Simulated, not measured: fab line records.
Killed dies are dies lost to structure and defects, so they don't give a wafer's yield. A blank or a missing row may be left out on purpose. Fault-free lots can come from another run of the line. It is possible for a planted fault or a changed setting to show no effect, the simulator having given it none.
Split-lot experiment    flow n5 finfet    21 wafers read across 4 lots, on a route 1938 steps long

== ON THE SPLIT ==
At N5_ZERO_LAYER_EXPOSE_08 (exposes mask ZERO, defocus 0 nm, target cd 2000 nm), the setting dose mj was moved away from the recipe's 16.2 on 6 of the 21 wafers read, by -7.2% to +1.9%. For the rest of the wafers, this setting stayed at what the recipe calls for.

== FROM THE SPLIT TO THE READING: what the file shows between them, 2 steps ==
- N5_ZERO_LAYER_DEVELOP_10: develop time 60 s (also split here: develop time s)
- N5_ZERO_LAYER_HARDBAKE_23: time 120 s

== THE READING ==
cd nm, in nm, at N5_ZERO_LAYER_CD_MEAS_11 (target cd 2000 nm). A value of 2000.8 nm with a standard deviation of 2 nm is what fault-free wafers of this fab line usually give.

wafer   tool, chamber at the split  dose mj as run  against the recipe  cd nm, nm  against lot-mates on the recipe
L077.1  krf scanner-01, 0           15.04           -7.2%               1992.3     -9.8
L077.2  krf scanner-01, 0           15.04           -7.2%               1986.7     -15.4
L077.3  krf scanner-01, 0           16.2            recipe              2003.0     -
L077.4  krf scanner-01, 0           15.04           -7.2%               1992.0     -10.1
L077.5  krf scanner-01, 0           16.2            recipe              2002.2     -
L077.6  krf scanner-01, 0           16.2            recipe              2001.2     -
L083.4  krf scanner-01, 0           16.2            recipe              1999.8     -
L083.5  krf scanner-01, 0           16.2            recipe              2005.2     -
L083.6  krf scanner-01, 0           16.2            recipe              2006.2     -
L084.1  krf scanner-01, 0           16.2            recipe              2004.3     -
L084.2  krf scanner-01, 0           16.2            recipe              2003.6     -
L084.3  krf scanner-01, 0           16.2            recipe              2001.0     -
L084.4  krf scanner-01, 0           16.2            recipe              2002.8     -
L084.5  krf scanner-01, 0           16.2            recipe              2000.7     -
L084.6  krf scanner-01, 0           16.2            recipe              2006.5     -
L089.1  krf scanner-01, 0           16.5            +1.9%               2004.4     +3.9
L089.2  krf scanner-01, 0           16.2            recipe              1999.5     -
L089.3  krf scanner-01, 0           16.5            +1.9%               2003.1     +2.6
L089.4  krf scanner-01, 0           16.2            recipe              1999.7     -
L089.5  krf scanner-01, 0           16.2            recipe              2002.2     -
L089.6  krf scanner-01, 0           16.5            +1.9%               2004.2     +3.7

THE FIT
A straight line over all 21 wafers: cd nm changes by +1.61 nm for each +1% of dose mj; r = +0.89; the points scatter about the line by 2.3 nm.
The same after taking each lot's own level away (the mean of its wafers on the recipe; 21 wafers): +1.67 nm for each +1%; r = +0.92; scatter 2 nm.
On that fit, the largest move of dose mj shifts the reading by 12 nm.
From 2000.47 to 2003.73 nm: that is the span of the lots' own levels, equal to 1.6 times the standard deviation above.
Consequently the slope shifts little with the lot-to-lot level, the two slopes agreeing.
Check: with one of the wafers moved furthest among these (-7.2%) left out of the fit, the line predicts -12.8 nm for it against its lot-mates. Against them it came out at -9.83 nm.

== FURTHER SPLITS ON THESE WAFERS ==
Before the reading, these wafers also passed through other splits. Each is held against what the fit with the lots' levels taken away leaves over:
other split on the same wafers           wafers away from the commonest value  r with cd nm (lot level and that fit taken away)
N5_ZERO_LAYER_DEVELOP_10 develop time s  6                                     +0.39

== THE WHOLE CHAIN: every reading that the file lists as answering this split, in the file's order ==
step                      what it does              reading                                                            change (the file's fit)               r (the file's)
N5_ZERO_LAYER_CD_MEAS_11  target cd 2000 nm         cd nm                                                              +1.67 nm for each +1% of the setting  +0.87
N5_ZERO_LAYER_DESCUM_16   chemistry O2, time 7.9 s  ZERO_LAYER.cd nm (the simulator's own value, which no gauge read)  +1.66 nm for each +1% of the setting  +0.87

== THE FILE'S OWN FIT ==
cd nm changes by +1.67 nm for each +1% of dose mj, r = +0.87.
